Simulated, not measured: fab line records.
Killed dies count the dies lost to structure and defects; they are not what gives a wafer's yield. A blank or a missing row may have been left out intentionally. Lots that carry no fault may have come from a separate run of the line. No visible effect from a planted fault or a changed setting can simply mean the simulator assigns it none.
A lot that was struck, set against a sound lot -- flow nand-harc -- 15 out of 1302 route steps
Sound: wafers L414.2, L414.3, L414.4. Wafers struck: L420.3, L420.4, L420.5. At the end, the cause is stated.
Order at every step that has rows: each side's tool, ch and its chambers, its first start. Under that, the readings that differ: sound wafers -- struck wafers -- difference of the means -- sigmas: that difference in standard deviations of wafers without a fault.
alike: readings whose means differ by less than 2 such deviations, and words and numbers that are the same on both sides. not compared: withheld readings, readings that some wafer has no value for, bounds like >300 that may hide the same value, and numbers for which the record gives no deviation and whose values overlap.
Wherever a step has rows on one side only, a row that says differs or no value, or a row with sigmas, the two part there. Numbers that have no deviation but don't overlap get no sigmas and don't part them. A reading that every wafer of one side lacks parts them only if that side has two wafers or more.

first, 2 steps without rows for these wafers: NHARC_A_BLC_PEB_08 (peb time 65 s); NHARC_A_BLC_DEVELOP_09 (develop time 35 s).
NHARC_A_BLC_CD_MEAS_10: target cd 100 nm.
  sound on cd-sem-03 ch 0, day 23 11:11; struck on cd-sem-02 ch 0, day 26 19:03
reading,sound,struck,difference,sigmas
cd-nm (nm),100.2 99.7 100.8,99.2 99.5 98.2,-1.3,-2
NHARC_A_BLC_OVL_MEAS_11:
  sound on overlay-02, day 23 11:16; struck on overlay-02, day 26 19:08
  alike: overlay-x-nm, overlay-y-nm
NHARC_A_BLC_INSPECT_12:
  sound on defect-inspect-01, day 23 11:18; struck on defect-inspect-02, day 26 19:10
  alike: raw-defect-count
NHARC_A_BLC_DESCUM_15: chemistry O2, time 3 s.
  sound on rie-diel-09 ch 0,2,3, day 23 11:22; struck on rie-diel-01 ch 1,2,3, day 26 19:14
  alike: drypump-motor-current-A, oes-product-au, rf-vpp-V, showerhead-plenum-p-Torr, throttle-valve-pct
  not compared: rf-hours-counter-h
then, 1 step without rows for these wafers: NHARC_A_BLC_ETCH_16 (etches the open film in CF4, target depth 39 nm, time 65 s).
NHARC_A_BLC_ETCH_17: etches the open film in N2/H2, target depth 390 nm, time 609.38 s.
  sound on rie-diel-09 ch 0,1,2; struck on rie-diel-01 ch 0,2,3
  alike: bias-w, drypump-motor-current-A, oes-product-au, rf-vpp-V, showerhead-plenum-p-Torr, throttle-valve-pct
  not compared: rf-hours-counter-h
NHARC_A_BLC_ETCH_18: etches the open film in C4F8/O2/Ar, target depth 910 nm.
  sound on rie-diel-09 ch 0,2,3; struck on rie-diel-01 ch 2,3
  alike: bias-w, oes-product-au, rf-vpp-V
  not compared: rf-hours-counter-h
NHARC_A_BLC_CD_MEAS_19:
  sound on cd-sem-02, day 23 12:19; struck on cd-sem-01, day 26 20:13
  alike: cd-nm
then, 1 step without rows for these wafers: NHARC_A_BLC_STRIP_29 (strips in CF4).
NHARC_A_BLC_STRIP_21: strips in O2.
  sound on rie-diel-06 ch 0,1,3, day 23 12:30; struck on rie-diel-01 ch 0,1,3, day 26 20:23
  alike: chamber-pressure-mTorr, drypump-motor-current-A, oes-product-au, rf-vpp-V, showerhead-plenum-p-Torr, throttle-valve-pct
  not compared: rf-hours-counter-h
NHARC_A_BLC_STRIP_22: strips in post etch residue remover, time 600 s.
  sound on wet-bench-05 ch 1,4,7, day 23 12:40; struck on wet-bench-06 ch 0,4,6, day 26 20:32
  no value came back on the struck wafers for bath-heat-duty-pct (%), run-length-s (s); on the sound wafers bath-heat-duty-pct (%) reads 12.6 12.4 9.9
NHARC_A_BLC_DEGAS_30: time 60 s.
  sound on pvd-sputter-01, day 23 12:56; struck on pvd-sputter-02, day 26 20:49
  alike: heater-power-w
NHARC_END_SORT_01:
  sound on prober-02 ch 0, day 25 06:19; struck on prober-01 ch 0, day 28 14:27
  alike: killed-at-array, killed-at-other, killed-at-periphery, killed-dies, killed-open, killed-short

== WHERE THEY PART ==
At NHARC_A_BLC_CD_MEAS_10 first; at NHARC_A_BLC_STRIP_22 last (within this record only). Later steps at which nothing parts them and some readings are alike: NHARC_A_BLC_DEGAS_30, NHARC_END_SORT_01.

WHY: what the simulator had put in
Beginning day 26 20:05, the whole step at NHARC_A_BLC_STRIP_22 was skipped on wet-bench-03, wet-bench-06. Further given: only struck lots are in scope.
